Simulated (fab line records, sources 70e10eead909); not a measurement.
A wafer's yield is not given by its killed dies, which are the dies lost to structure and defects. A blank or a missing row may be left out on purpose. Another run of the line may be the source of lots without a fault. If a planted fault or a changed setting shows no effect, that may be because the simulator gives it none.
fab line records    flow nand-harc    part 2 of 2: steps 27 to 36 of 36
[record] lots = 5  wafers = 15  last-day = 22
route steps=1159 shown A_SOURCE_PLATE@417 A_ONON_D1@424 A_CHANNEL_HOLE_D1@450
lots that met no fault: taken from a fault-free run of the same line
start-h: hours from the record's opening day to when the first of the lot's shown wafers began    wait-h: time in hours since the lot's previous step    " identical to the entry in the row above    L1.1+2: a single row standing in for several wafers    - value missing, or start not given    * or withheld: withheld    < > ~ a bound
route shown NAME@n: names a module that has steps shown in the file, with the first one's number in the route    usual: average and standard deviation across the fault-free wafers    same: alike in all rows    chamber/n: place in a boat    sites: each site's reading    _std_site: standard deviation of those values    _edge_site: outer sites' mean less inner sites'    radius-mm: for every site, how far away it sits from the centre of the wafer    mask NAME#n: copy n    behind: the most recent tool/chamber to have shaped the wafer    hold: what put the lot on hold/how long, in hours/how the hold closed    device: the transistor (n, p or np) that didn't switch    end of line: the tests these same wafers got at the end of their route    a step without rows: its recipe alone    killed: dies lost to structure and defects at the first sort, not the wafer's yield    map: a wafer's dies, marking killed ones x, the rest . and places with no die _
set.NAME: the run value of the setting; set.NAME@STEP: its run value at that earlier step    model.NAME: the simulator's own value behind a step, which no gauge read
lots seen at some steps along the route; tables by step, rows by wafer
services: when a tool's chamber went out of use (start-h, in hours from the record's first day, below 0 if earlier), for how many hours, and the reason
[[steps]]
[step NHARC_A_ONON_D1_DEP_33]
[recipe] target-thk-a = 2000  temp-c = 400  pressure-torr = 6.5  rf-w = 900  teos-flow-sccm = 161.4  flow-sccm = 2650  target-thk-nm = 200  gas = O2  material = SiO2
[usual] heater-power-w = 558/92  susceptor-temp-C = 399.96/0.21  throttle-valve-pct = 15.8/0.43
lot.wafer  tool      chamber  start-h  wait-h  heater-power-w  susceptor-temp-C  throttle-valve-pct
L077.3     pecvd-01  0        184.92   0.1     575             399.87            16.2
L077.5     "         0        "        "       572             400.03            16.0
L077.4     "         1        "        "       483             399.50            15.7
L076.2     pecvd-04  2        184.93   0.1     590             399.94            16.3
L076.5     "         2        "        "       595             399.65            16.2
L076.6     "         0        "        "       453             399.81            15.9
L078.3     pecvd-02  1        197.23   0.1     624             399.99            15.2
L078.4     "         2        "        "       529             400.33            15.6
L078.6     "         1        "        "       629             399.69            15.2
L081.3     pecvd-04  2        223.26   0.3     684             400.01            16.3
L081.1     "         0        "        "       491             399.77            15.3
L081.5     "         2        "        "       704             400.26            16.3
L086.3     pecvd-01  0        251.26   0.1     609             399.94            15.8
L086.4     "         2        "        "       595             399.95            16.2
L086.5     "         0        "        "       623             399.93            15.9
[step NHARC_A_ONON_D1_THK_MEAS_34]
[recipe] thk-meas-gauge = ellipsometry
[usual] thk-nm = 199/3.1
lot.wafer  tool           chamber  start-h  wait-h  thk-nm
L077.3     film-metro-02  -        185.29   -       199
L077.4     "              -        "        "       203
L077.5     "              -        "        "       199
L076.2     film-metro-01  -        185.31   -       196
L076.5     "              -        "        "       198
L076.6     "              -        "        "       197
L078.3     film-metro-02  -        197.56   -       196
L078.4     "              -        "        "       199
L078.6     "              -        "        "       202
L081.1     film-metro-01  -        223.66   -       198
L081.3     "              -        "        "       196
L081.5     "              -        "        "       200
L086.3     film-metro-02  -        251.59   -       195
L086.4     "              -        "        "       205
L086.5     "              -        "        "       202
[step NHARC_A_ONON_D1_INSPECT_32]
[usual] raw-defect-count = 82/27
lot.wafer  tool               chamber  start-h  wait-h  raw-defect-count
L077.3     defect-inspect-02  -        185.35   0.0     73
L077.4     "                  -        "        "       53
L077.5     "                  -        "        "       72
L076.2     defect-inspect-01  -        185.37   0.0     47
L076.5     "                  -        "        "       79
L076.6     "                  -        "        "       114
L078.3     defect-inspect-02  -        197.62   0.0     79
L078.4     "                  -        "        "       100
L078.6     "                  -        "        "       112
L081.1     defect-inspect-02  -        223.74   0.0     91
L081.3     "                  -        "        "       100
L081.5     "                  -        "        "       67
L086.3     defect-inspect-01  -        251.67   0.0     63
L086.4     "                  -        "        "       127
L086.5     "                  -        "        "       71
[step NHARC_A_CHANNEL_HOLE_D1_DEP_00]
[recipe] target-thk-a = 31000  temp-c = 400  material = aC
[usual] susceptor-temp-C = 399.93/0.21  throttle-valve-pct = 35.000/0.0091
lot.wafer  tool        chamber  start-h  wait-h  susceptor-temp-C  throttle-valve-pct
L077.3     acl-dep-03  0        186.48   1.1     399.87            35.006
L077.4     "           0        "        "       399.68            34.998
L077.5     "           0        "        "       400.06            35.002
L076.2     acl-dep-01  0        186.48   1.1     399.71            35.001
L076.5     "           0        "        "       399.64            34.999
L076.6     "           0        "        "       399.89            34.996
L078.3     acl-dep-02  0        198.68   1.1     400.03            35.002
L078.4     "           0        "        "       399.90            34.979
L078.6     "           0        "        "       400.18            34.993
L081.1     acl-dep-01  0        223.81   0.1     -                 34.993
L081.3     "           0        "        "       -                 35.018
L081.5     "           0        "        "       -                 34.994
L086.3     acl-dep-02  0        253.03   1.4     399.97            35.016
L086.4     "           0        "        "       400.07            35.005
L086.5     "           0        "        "       399.97            34.999
[step NHARC_A_CHANNEL_HOLE_D1_DEP_01]
[recipe] target-thk-a = 1400  target-thk-nm = 140  temp-c = 400  pressure-torr = 3.5  flow-sccm = 200  rf-w = 350  material = SiON
[usual] heater-power-w = 734/98  susceptor-temp-C = 399.97/0.21
lot.wafer  tool      chamber  start-h  wait-h  heater-power-w  susceptor-temp-C
L077.3     pecvd-04  2        187.78   1.0     855             400.01
L077.4     "         2        "        "       862             399.94
L077.5     "         0        "        "       563             399.79
L076.2     pecvd-02  2        188.11   1.3     737             399.86
L076.6     "         2        "        "       608             399.89
L076.5     "         0        "        "       926             399.87
L078.3     pecvd-02  2        199.97   1.0     696             400.49
L078.6     "         2        "        "       713             400.40
L078.4     "         1        "        "       702             399.74
L081.3     pecvd-04  2        225.68   0.9     825             399.72
L081.1     "         1        "        "       773             399.80
L081.5     "         0        "        "       551             400.48
L086.3     pecvd-04  1        254.39   1.0     801             400.25
L086.5     "         2        "        "       862             400.36
L086.4     "         1        "        "       653             399.92
[step NHARC_A_CHANNEL_HOLE_D1_DEHYDRATE_02]
[recipe] temp-c = 150  time-s = 120
[usual] exhaust-pa = 44.9/0.84
lot.wafer  tool            chamber  start-h  wait-h  exhaust-pa
L077.3     litho-track-06  0        188.05   0.2     45.4
L077.4     "               0        "        "       44.5
L077.5     "               0        "        "       44.6
L076.2     litho-track-04  0        188.46   0.3     45.0
L076.5     "               0        "        "       45.7
L076.6     "               0        "        "       44.1
L078.3     litho-track-04  0        200.25   0.2     45.0
L078.4     "               0        "        "       46.0
L078.6     "               0        "        "       45.6
L081.1     litho-track-06  0        225.95   0.2     45.1
L081.3     "               0        "        "       45.5
L081.5     "               0        "        "       44.5
L086.3     litho-track-06  0        254.60   0.2     45.4
L086.4     "               0        "        "       44.4
L086.5     "               0        "        "       44.4
[step NHARC_A_CHANNEL_HOLE_D1_HMDS_03]
[recipe] time-s = 30
[usual] exhaust-pa = 45.3/0.9
lot.wafer  tool            chamber  start-h  wait-h  exhaust-pa
L077.3     litho-track-06  0        -        -       45.0
L077.4     "               0        "        "       44.1
L077.5     "               0        "        "       45.2
L076.2     litho-track-04  0        -        -       45.3
L076.5     "               0        "        "       44.0
L076.6     "               0        "        "       44.6
L078.3     litho-track-04  0        -        -       46.5
L078.4     "               0        "        "       44.3
L078.6     "               0        "        "       44.9
L081.1     litho-track-06  0        -        -       43.1
L081.3     "               0        "        "       44.0
L081.5     "               0        "        "       44.2
L086.3     litho-track-06  0        -        -       44.3
L086.4     "               0        "        "       43.7
L086.5     "               0        "        "       43.1
[step NHARC_A_CHANNEL_HOLE_D1_COAT_36]
[recipe] temp-c = 260  time-s = 75
[usual] exhaust-pa = 44.8/1
lot.wafer  tool            chamber  start-h  wait-h  exhaust-pa
L077.3     litho-track-06  0        -        -       44.6
L077.4     "               0        "        "       45.5
L077.5     "               0        "        "       44.1
L076.2     litho-track-04  0        -        -       44.3
L076.5     "               0        "        "       44.5
L076.6     "               0        "        "       44.7
L078.3     litho-track-04  0        -        -       44.8
L078.4     "               0        "        "       44.8
L078.6     "               0        "        "       46.2
L081.1     litho-track-06  0        -        -       46.2
L081.3     "               0        "        "       45.7
L081.5     "               0        "        "       45.6
L086.3     litho-track-06  0        -        -       44.2
L086.4     "               0        "        "       44.9
L086.5     "               0        "        "       45.4
[step NHARC_A_CHANNEL_HOLE_D1_COAT_37]
[recipe] temp-c = 225  time-s = 65
[usual] exhaust-pa = 44.8/0.98
lot.wafer  tool            chamber  start-h  wait-h  exhaust-pa
L077.3     litho-track-06  0        -        -       45.1
L077.4     "               0        "        "       44.2
L077.5     "               0        "        "       44.6
L076.2     litho-track-04  0        -        -       44.7
L076.5     "               0        "        "       46.2
L076.6     "               0        "        "       45.0
L078.3     litho-track-04  0        -        -       44.1
L078.4     "               0        "        "       44.8
L078.6     "               0        "        "       44.5
L081.1     litho-track-06  0        -        -       45.1
L081.3     "               0        "        "       44.0
L081.5     "               0        "        "       44.0
L086.3     litho-track-06  0        -        -       44.3
L086.4     "               0        "        "       45.4
L086.5     "               0        "        "       44.0
[step NHARC_A_CHANNEL_HOLE_D1_COAT_04]
[recipe] spin-rpm = 1500  resist-thk-nm = 90
[usual] exhaust-pa = 44.8/0.93
lot.wafer  tool            chamber  start-h  wait-h  exhaust-pa
L077.3     litho-track-06  0        -        -       45.5
L077.4     "               0        "        "       44.0
L077.5     "               0        "        "       45.8
L076.2     litho-track-04  0        -        -       44.6
L076.5     "               0        "        "       45.9
L076.6     "               0        "        "       45.4
L078.3     litho-track-04  0        -        -       45.0
L078.4     "               0        "        "       45.4
L078.6     "               0        "        "       44.3
L081.1     litho-track-06  0        -        -       45.4
L081.3     "               0        "        "       46.8
L081.5     "               0        "        "       46.7
L086.3     litho-track-06  0        -        -       45.5
L086.4     "               0        "        "       44.3
L086.5     "               0        "        "       44.5
[[services]]
tool            chamber  start-h  hours  kind
litho-track-04  -        141.00   7.0    pm
pecvd-02        1        146.29   48.7   repair
pecvd-02        -        153.00   13.0   pm
pecvd-onon-03   -        153.12   13.0   pm
pecvd-02        -        166.20   3.0    repair
acl-dep-02      -        168.24   13.0   pm
pecvd-01        -        185.65   0.9    repair
pecvd-01        -        186.91   2.0    repair
pecvd-04        -        195.00   13.0   pm
pecvd-04        0        195.00   13.0   vent-cycle
pecvd-04        1        195.00   13.0   vent-cycle
pecvd-04        2        195.00   13.0   vent-cycle
furnace-06      -        198.00   26.0   pm
pecvd-04        0        208.00   -      clean
pecvd-04        1        208.00   -      clean
pecvd-04        2        208.00   -      clean
pvd-sputter-02  -        214.00   10.0   pm
pvd-sputter-03  -        221.53   4.7    repair
acl-dep-03      -        225.13   13.0   pm
pecvd-01        -        237.21   13.0   pm
pecvd-onon-04   -        237.34   13.0   pm
pvd-sputter-03  -        237.53   4.9    repair
pecvd-04        2        237.95   12.5   repair
pecvd-02        -        243.43   2.9    repair
